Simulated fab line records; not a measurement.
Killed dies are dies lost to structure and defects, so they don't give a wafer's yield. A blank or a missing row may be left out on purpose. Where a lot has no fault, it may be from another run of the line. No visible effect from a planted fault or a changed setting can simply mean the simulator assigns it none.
Which of the tools did it? | flow n5-finfet | Sampling: 7 lots, 20 wafers, 8 of 1938 route steps

WHAT THE GAUGES SHOWED, per wafer
N5_BEOL_M4_RC_MEAS_101. Usual: DIBL_N 36.5 mV/V, standard deviation 2.1; DIBL_P 36.6 mV/V, standard deviation 2.6; IOFF_N 0.17 nA/um, standard deviation 0.044; IOFF_P 0.21 nA/um, standard deviation 0.048; ION_N 674 uA/um, standard deviation 17; ION_P 462 uA/um, standard deviation 9.5; SS_N 71.6 mV/dec, standard deviation 0.77; SS_P 73.5 mV/dec, standard deviation 0.72; VT_N 250 mV, standard deviation 4.2; VT_P -250 mV, standard deviation 3.9.
lot  | measured     | on        | DIBL_N (mV/V)  | DIBL_P (mV/V)  | IOFF_N (nA/um) | IOFF_P (nA/um) | ION_N (uA/um) | ION_P (uA/um) | SS_N (mV/dec)  | SS_P (mV/dec)  | VT_N (mV)   | VT_P (mV)      | flag
L235 | day 10 06:04 | prober-01 | 41.7 34.2 40.5 | 40.4 32.3 40.5 | 0.31 0.13 0.29 | 0.35 0.19 0.34 | 707 678 703   | 476 467 475   | 73.8 70.7 72.2 | 74.9 72.7 74.8 | 241 251 241 | -242 -250 -243 |
L233 | day 10 08:25 | prober-02 | 34.9 37.0      | 33.9 37.6      | 0.13 0.17      | 0.17 0.22      | 671 684       | 460 468       | 70.6 71.1      | 73.4 74.7      | 255 248     | -254 -252      |
L239 | day 11 10:42 | prober-02 | 35.6 36.0 32.7 | 36.7 35.2 32.9 | 0.16 0.15 0.11 | 0.20 0.17 0.16 | 667 651 653   | 461 445 454   | 71.5 72.3 70.0 | 73.4 73.0 73.2 | 247 253 254 | -250 -253 -254 |
L247 | day 14 08:44 | prober-01 | 35.4 36.4 34.7 | 36.2 38.3 35.6 | 0.16 0.19 0.14 | 0.21 0.23 0.19 | 656 682 649   | 459 465 455   | 71.1 71.7 71.7 | 74.2 74.2 73.3 | 251 247 253 | -250 -251 -250 |
L251 | day 14 19:44 | prober-01 | 37.5 36.8 38.7 | 38.9 37.7 40.5 | 0.19 0.17 0.22 | 0.24 0.23 0.26 | 684 680 683   | 467 472 461   | 71.8 72.5 72.5 | 73.3 73.1 73.6 | 248 249 247 | -251 -248 -246 |
L253 | day 15 03:29 | prober-02 | 34.4 36.6 37.4 | 33.6 36.6 37.9 | 0.13 0.17 0.18 | 0.17 0.22 0.24 | 667 691 679   | 457 472 468   | 70.5 71.7 71.6 | 72.3 73.8 73.5 | 250 249 250 | -251 -248 -246 |
L252 | day 15 10:08 | prober-02 | 36.3 37.3 34.7 | 37.5 39.0 33.1 | 0.18 0.22 0.14 | 0.28 0.31 0.19 | 697 695 648   | 485 473 451   | 72.9 72.6 72.8 | 73.5 73.7 72.3 | 248 246 257 | -246 -241 -251 |

N5_BEOL_M9_THK_MEAS_01. Usual: M9_ILD_THK gives 271 nm (standard deviation 4.1).
lot  | measured     | on            | M9_ILD_THK (nm) | flag
L235 | day 12 00:17 | film-metro-02 | 267 274 277     |
L233 | day 12 04:56 | film-metro-01 | 264 264         |
L239 | day 13 02:37 | film-metro-02 | 272 274 274     |
L247 | day 16 06:14 | film-metro-01 | 270 261 268     |
L251 | day 16 14:16 | film-metro-01 | 275 277 274     |
L253 | day 16 19:49 | film-metro-01 | 268 271 272     |
L252 | day 17 13:10 | film-metro-02 | 266 279 278     |

N5_BEOL_M9_CD_MEAS_18: pitch 140 nm, target cd 70 nm. Usual: cd-nm at 70.2 nm, with a standard deviation of 0.82.
lot  | measured     | on        | cd-nm (nm)     | flag
L235 | day 12 03:05 | cd-sem-02 | 69.4 69.8 69.5 |
L233 | day 12 06:17 | cd-sem-02 | 70.1 68.8      |
L239 | day 13 04:50 | cd-sem-03 | 69.9 - -       |
L247 | day 16 08:44 | cd-sem-02 | 71.6 69.3 71.4 |
L251 | day 16 18:47 | cd-sem-01 | 69.1 69.3 68.4 |
L253 | day 17 02:28 | cd-sem-02 | 70.7 70.5 70.7 |
L252 | day 17 18:50 | cd-sem-02 | 71.9 69.5 70.4 |

N5_BEOL_M9_OCD_MEAS_38. Usual: trench-depth-nm at 151 nm, with a standard deviation of 3.4.
lot  | measured     | on     | trench-depth-nm (nm) | flag
L235 | day 12 03:58 | ocd-01 | 148 147 152          |
L233 | day 12 07:10 | ocd-02 | 152 152              |
L239 | day 13 07:16 | ocd-02 | 152 - -              |
L247 | day 16 09:54 | ocd-01 | 153 152 154          |
L251 | day 17 00:20 | ocd-02 | 145 151 151          |
L253 | day 17 03:28 | ocd-02 | 147 157 149          |
L252 | day 17 21:20 | ocd-01 | 149 157 149          |

WHAT TOOL EACH LOT RAN ON (gives the tool, then ch and the chambers of the sampled wafers, and finally the start)
lot  | N5_BEOL_M9_DESCUM_16               | N5_BEOL_M9_ETCH_62                 | N5_BEOL_M9_STRIP_67                | N5_BEOL_M9_HM_OPEN_17
L235 | rie-diel-02 ch 0,2,3, day 12 02:37 | rie-diel-02 ch 0,2,3, day 12 02:43 | rie-diel-02 ch 0,2,3, day 12 02:51 | rie-metal-03 ch 1, day 12 02:53
L233 | rie-diel-06 ch 0,1, day 12 05:47   | rie-diel-06 ch 0,1, day 12 05:52   | rie-diel-06 ch 0,1, day 12 06:01   | rie-metal-01 ch 0,1, day 12 06:05
L239 | rie-diel-02 ch 0,2,3, day 13 04:23 | rie-diel-02 ch 0,2,3, day 13 04:28 | rie-diel-02 ch 0,2,3, day 13 04:37 | rie-metal-02 ch 0,1, day 13 04:39
L247 | rie-diel-06 ch 1,3, day 16 08:17   | rie-diel-06 ch 1,3, day 16 08:22   | rie-diel-06 ch 1,3, day 16 08:31   | rie-metal-03 ch 0,1, day 16 08:33
L251 | rie-diel-02 ch 0,2,3, day 16 18:18 | rie-diel-02 ch 0,2,3, day 16 18:23 | rie-diel-02 ch 0,2,3, day 16 18:32 | rie-metal-01 ch 0,1, day 16 18:36
L253 | rie-diel-06 ch 0,1, day 17 01:59   | rie-diel-06 ch 0,1, day 17 02:04   | rie-diel-06 ch 0,1, day 17 02:13   | rie-metal-02 ch 0,1, day 17 02:16
L252 | rie-diel-06 ch 0,2,3, day 17 18:17 | rie-diel-06 ch 0,2,3, day 17 18:22 | rie-diel-06 ch 0,2,3, day 17 18:31 | rie-metal-02 ch 0,1, day 17 18:34
- N5_BEOL_M9_DESCUM_16: chemistry O2, time 7.9 s.
- N5_BEOL_M9_ETCH_62: etches SOC in N2/H2, target depth 110 nm, overetch 22 nm, time 165 s.
- N5_BEOL_M9_STRIP_67: strips in CF4.
- N5_BEOL_M9_HM_OPEN_17: chemistry Cl2/BCl3, target TiN, target depth 20 nm, overetch 6 nm.

WHAT THE TOOLS THEMSELVES READ (means of the sampled wafers that have a number; where no wafer has one, the mark that the record gives instead)
N5_BEOL_M9_DESCUM_16. Usual: bias-power-w 20.01 W, standard deviation 0.055; chamber-pressure-mTorr 20.001 mTorr, standard deviation 0.018; drypump-motor-current-A 5.6 A, standard deviation 0.31; oes-product-au 0.78 a.u., standard deviation 0.069; rf-vpp-V 242.8 V, standard deviation 1.5; showerhead-plenum-p-Torr 2.07 Torr, standard deviation 0.074; throttle-valve-pct 20.45 %, standard deviation 0.17.
lot  | tool        | bias-power-w (W) | chamber-pressure-mTorr (mTorr) | drypump-motor-current-A (A) | oes-product-au (a.u.) | rf-vpp-V (V) | showerhead-plenum-p-Torr (Torr) | throttle-valve-pct (%) | flag
L235 | rie-diel-02 | 20.00            | 20.008                         | 5.6                         | 0.75                  | 240.8        | 2.02                            | 20.42                  |
L233 | rie-diel-06 | 20.01            | 19.998                         | 5.5                         | 0.85                  | 243.5        | 2.09                            | 20.38                  |
L239 | rie-diel-02 | 20.01            | 19.990                         | 5.6                         | 0.74                  | 241.6        | 2.02                            | 20.43                  |
L247 | rie-diel-06 | 19.99            | 20.011                         | 5.5                         | 0.76                  | 243.5        | 2.07                            | 20.48                  |
L251 | rie-diel-02 | 20.06            | 20.012                         | 5.6                         | 0.80                  | 243.2        | 2.09                            | 20.33                  |
L253 | rie-diel-06 | 20.01            | 19.999                         | 5.4                         | 0.80                  | 242.6        | 2.08                            | 20.47                  |
L252 | rie-diel-06 | 20.00            | 19.989                         | 5.7                         | 0.85                  | 242.0        | 2.01                            | 20.40                  |

N5_BEOL_M9_ETCH_62. Usual: chamber-pressure-mTorr 29.998 mTorr, standard deviation 0.03; drypump-motor-current-A 5.6 A, standard deviation 0.31; oes-product-au 0.66 a.u., standard deviation 0.056; rf-vpp-V 523.2 V, standard deviation 2.7; showerhead-plenum-p-Torr 2.51 Torr, standard deviation 0.089; throttle-valve-pct 17.82 %, standard deviation 0.2.
lot  | tool        | chamber-pressure-mTorr (mTorr) | drypump-motor-current-A (A) | oes-product-au (a.u.) | rf-vpp-V (V) | showerhead-plenum-p-Torr (Torr) | throttle-valve-pct (%) | flag
L235 | rie-diel-02 | 30.002                         | 5.6                         | 0.63                  | 521.7        | 2.46                            | 17.88                  |
L233 | rie-diel-06 | 29.989                         | 5.4                         | 0.72                  | 522.6        | 2.51                            | 17.59                  |
L239 | rie-diel-02 | 30.000                         | 5.6                         | 0.59                  | 521.6        | 2.46                            | 17.88                  |
L247 | rie-diel-06 | 29.982                         | 5.5                         | 0.64                  | 523.7        | 2.53                            | 17.81                  |
L251 | rie-diel-02 | 29.988                         | 5.6                         | 0.68                  | 523.8        | 2.54                            | 17.79                  |
L253 | rie-diel-06 | 30.004                         | 5.4                         | 0.67                  | 523.6        | 2.51                            | 17.68                  |
L252 | rie-diel-06 | 30.009                         | 5.7                         | 0.72                  | 520.3        | 2.43                            | 17.74                  |

N5_BEOL_M9_STRIP_67. Usual: bias-power-w 74.97 W, standard deviation 0.22; chamber-pressure-mTorr 50.00 mTorr, standard deviation 0.049; drypump-motor-current-A 5.6 A, standard deviation 0.31; oes-product-au 0.78 a.u., standard deviation 0.066; rf-vpp-V 270.9 V, standard deviation 1.6; showerhead-plenum-p-Torr 1.78 Torr, standard deviation 0.062; throttle-valve-pct 13.62 %, standard deviation 0.23.
lot  | tool        | bias-power-w (W) | chamber-pressure-mTorr (mTorr) | drypump-motor-current-A (A) | oes-product-au (a.u.) | rf-vpp-V (V) | showerhead-plenum-p-Torr (Torr) | throttle-valve-pct (%) | flag
L235 | rie-diel-02 | 75.09            | 50.06                          | 5.6                         | 0.75                  | 269.9        | 1.74                            | 13.68                  |
L233 | rie-diel-06 | 74.66            | 49.98                          | 5.5                         | 0.85                  | 270.4        | 1.77                            | 13.37                  |
L239 | rie-diel-02 | 74.94            | 50.03                          | 5.5                         | 0.75                  | 270.6        | 1.73                            | 13.70                  |
L247 | rie-diel-06 | 74.95            | 50.04                          | 5.5                         | 0.75                  | 271.4        | 1.78                            | 13.75                  |
L251 | rie-diel-02 | 75.12            | 50.03                          | 5.6                         | 0.80                  | 271.0        | 1.80                            | 13.56                  |
L253 | rie-diel-06 | 75.15            | 50.05                          | 5.4                         | 0.80                  | 271.2        | 1.77                            | 13.52                  |
L252 | rie-diel-06 | 74.89            | 49.97                          | 5.7                         | 0.84                  | 270.7        | 1.73                            | 13.49                  |

N5_BEOL_M9_HM_OPEN_17. Usual: chamber-pressure-mTorr 10.000 mTorr, standard deviation 0.0089; drypump-motor-current-A 5.69 A, standard deviation 0.17; mfc-cl2-sccm 53.25 sccm, standard deviation 0.15; oes-product-au 0.71 a.u., standard deviation 0.046; throttle-valve-pct 22.24 %, standard deviation 0.22.
lot  | tool         | chamber-pressure-mTorr (mTorr) | drypump-motor-current-A (A) | mfc-cl2-sccm (sccm) | oes-product-au (a.u.) | throttle-valve-pct (%) | flag
L235 | rie-metal-03 | 10.002                         | 5.74                        | 53.04               | 0.77                  | 22.15                  |
L233 | rie-metal-01 | 10.002                         | 5.81                        | 53.16               | 0.74                  | 22.38                  |
L239 | rie-metal-02 | 10.008                         | 5.43                        | 53.22               | 0.45                  | 22.44                  | OFF
L247 | rie-metal-03 | 10.004                         | 5.72                        | 53.32               | 0.76                  | 22.18                  |
L251 | rie-metal-01 | 9.995                          | 5.78                        | 53.29               | 0.72                  | 22.36                  |
L253 | rie-metal-02 | 10.001                         | 5.54                        | 53.16               | 0.67                  | 21.96                  |
L252 | rie-metal-02 | 10.004                         | 5.55                        | 53.26               | 0.66                  | 21.96                  |

THE ANSWER, worked out from the rows above alone
Rule: a lot counts as off when the mean over its wafers that have a number is more than 3 standard deviations away from the usual mean. A lot without any number at a reading at which 4 lots or more have one is off too. All remaining lots with rows at the step are treated as sound. Order of review: gauges by route order, followed by the tools' own readings, for which a lot's mean as printed above is used. The first step at which some lot is off is used, and at that step the reading that is off furthest; a lot without a number counts as furthest.
Off: L239 (N5_BEOL_M9_HM_OPEN_17, oes-product-au).
If a tool, at that step or one of the process steps before it, ran each lot that is off and ran no sound lot following the first of them, it fits. Of those tried, none fits.

WHAT WAS PUT IN BY THE SIMULATOR
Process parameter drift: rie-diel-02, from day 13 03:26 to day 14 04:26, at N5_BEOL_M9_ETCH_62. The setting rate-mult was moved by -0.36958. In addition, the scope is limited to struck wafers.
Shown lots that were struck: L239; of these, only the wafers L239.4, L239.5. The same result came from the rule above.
